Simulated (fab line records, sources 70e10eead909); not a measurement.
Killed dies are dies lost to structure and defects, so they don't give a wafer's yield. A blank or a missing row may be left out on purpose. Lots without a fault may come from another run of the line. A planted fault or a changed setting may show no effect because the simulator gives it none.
Chamber matching | flow nand_harc | NHARC_P_ZERO_WELL_DESCUM_13 on rie_diel-09: 4 sister chambers
The step chemistry O2, time 3 s. 4 wafers are shown with their chamber, then 10 later ones without.

WAFERS WITH THEIR CHAMBER
wafer  | chamber | drypump_motor_current_A (A)
L078.5 | 3       | 4.7
L089.3 | 0       | 5.1
L090.1 | 2       | 5.4
L090.3 | 1       | 5.7

WAFERS WITHOUT THEIR CHAMBER
wafer  | drypump_motor_current_A (A)
L090.5 | 5.8
L091.1 | 5.1
L091.5 | 5.1
L091.6 | 5.7
L093.2 | 4.7
L093.3 | 5.8
L093.6 | 5.1
L095.3 | 4.7
L095.5 | 5.7
L095.6 | 5.4

WHICH CHAMBER EACH WENT THROUGH
wafer  | from the rows above | in truth
L090.5 | 1                   | 1
L091.1 | 0                   | 0
L091.5 | 0                   | 0
L091.6 | 1                   | 1
L093.2 | 3                   | 3
L093.3 | 1                   | 1
L093.6 | 0                   | 0
L095.3 | 3                   | 3
L095.5 | 1                   | 1
L095.6 | 2                   | 2
Placed correctly: 10 of 10. Can't be placed from these rows: 0. Placed wrongly: 0.
How it was worked out, from the rows above alone: a wafer's distance from a chamber is the root of the sum, over the readings, of the square of ((its reading less the chamber's mean) divided by the reading's scatter). The wafer belongs to the nearest chamber; if the next one is less than 2 further off, it can't be placed. A chamber's mean is the mean of its shown wafers. The scatter: with one shown wafer a chamber, the root of the mean of the squares of how far each hidden wafer lies from its nearest shown one.
